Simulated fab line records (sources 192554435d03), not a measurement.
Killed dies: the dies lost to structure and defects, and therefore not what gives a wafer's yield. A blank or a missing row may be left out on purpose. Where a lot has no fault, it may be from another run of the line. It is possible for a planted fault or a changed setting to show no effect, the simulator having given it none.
Split-lot study	flow n5 finfet	on a route of 1938 steps: 7 lots, 21 wafers read

THE SPLIT ITSELF
At N5_BEOL_M1_PECVD_72 (deposits SiO2 from TEOS/O2, target thk 16 nm, time 18 s), the setting time s was moved away from the recipe's 18 s on 3 of the 21 wafers read, by -11.1% to +11.6%. For the rest of the wafers, this setting stayed at what the recipe calls for.

The split's own step is where the reading is taken.

THE READING
SiO2_of_BEOL_M1_PECVD_72.thk nm (the simulator's own value, which no gauge read), in nm, at N5_BEOL_M1_PECVD_72 (deposits SiO2 from TEOS/O2, target thk 16 nm, time 18 s). No usual value for it is given in the file. Across the 18 wafers here that went through the recipe, the average is 16.2 nm and the standard deviation 0.31 nm.

wafer	tool, chamber at the split	time s as run, s	against the recipe	SiO2_of_BEOL_M1_PECVD_72.thk nm, nm	against lot-mates on the recipe
L074.1	pecvd-04, 2	16.01	-11.1%	14.2	-2.0
L074.3	pecvd-04, 1,0	18	recipe	16.2	-
L074.4	pecvd-04, 1,0	18	recipe	16.2	-
L079.1	pecvd-03, 0	18	recipe	16	-
L079.2	pecvd-03, 2	18	recipe	16.2	-
L079.5	pecvd-03, 1	18	recipe	16.6	-
L084.3	pecvd-03, 2	18	recipe	16.2	-
L084.4	pecvd-03, 2	18	recipe	16.2	-
L084.6	pecvd-03, 1	18	recipe	16.4	-
L087.2	pecvd-01, 2	18	recipe	16.4	-
L087.4	pecvd-01, 2	18	recipe	16.8	-
L087.6	pecvd-01, 0	18	recipe	16.2	-
L088.2	pecvd-03, 0	18	recipe	16	-
L088.5	pecvd-03, 2	18	recipe	16.6	-
L088.6	pecvd-03, 1	18	recipe	16.2	-
L089.1	pecvd-04, 2,0	18	recipe	15.6	-
L089.6	pecvd-04, 2,0	18	recipe	15.6	-
L089.2	pecvd-04, 1	20.09	+11.6%	17.4	+1.8
L091.3	pecvd-04, 0	18	recipe	15.8	-
L091.4	pecvd-04, 2	16.69	-7.3%	15	-0.9
L091.6	pecvd-04, 0	18	recipe	16	-
If several chambers appear in one row, that row covers several wafers at once and the file leaves open which wafer was in which chamber.

THE FIT
A straight line over all 21 wafers: SiO2_of_BEOL_M1_PECVD_72.thk nm changes by +0.143 nm for each +1% of time s; r = +0.87; the points scatter about the line by 0.33 nm.
The same after taking each lot's own level away (the mean of its wafers on the recipe; 21 wafers): +0.16 nm for each +1%; r = +0.96; scatter 0.2 nm.
That fit puts the effect of the largest move of time s on the reading at 1.9 nm.
The lots' own levels span 15.60 to 16.47 nm, that is 2.8 times the standard deviation above.
In other words, the slope is changed by the lot-to-lot level; the two fits disagree.
Check: +1.91 nm against its lot-mates is what the line predicts for one of the wafers moved furthest among these (+11.6%) when that wafer is left out of the fit. Against them it came out at +1.8 nm.

THESE WAFERS: OTHER SPLITS
These wafers also went through other splits before the reading. Each is held against what the fit with the lots' levels taken away leaves over:
other split on the same wafers	wafers away from the commonest value	r with SiO2_of_BEOL_M1_PECVD_72.thk nm (lot level and that fit taken away)
N5_MOL_CONTACT_COAG_CMP_28 down force psi	5	-0.10
N5_MOL_CONTACT_COAG_COAT_76 spin rpm	6	+0.13
N5_BEOL_M0_SAQP_ETCH_88 source w	8	-0.10

FILE'S OWN FIT
SiO2_of_BEOL_M1_PECVD_72.thk nm changes by +0.16 nm for each +1% of time s, r = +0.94.
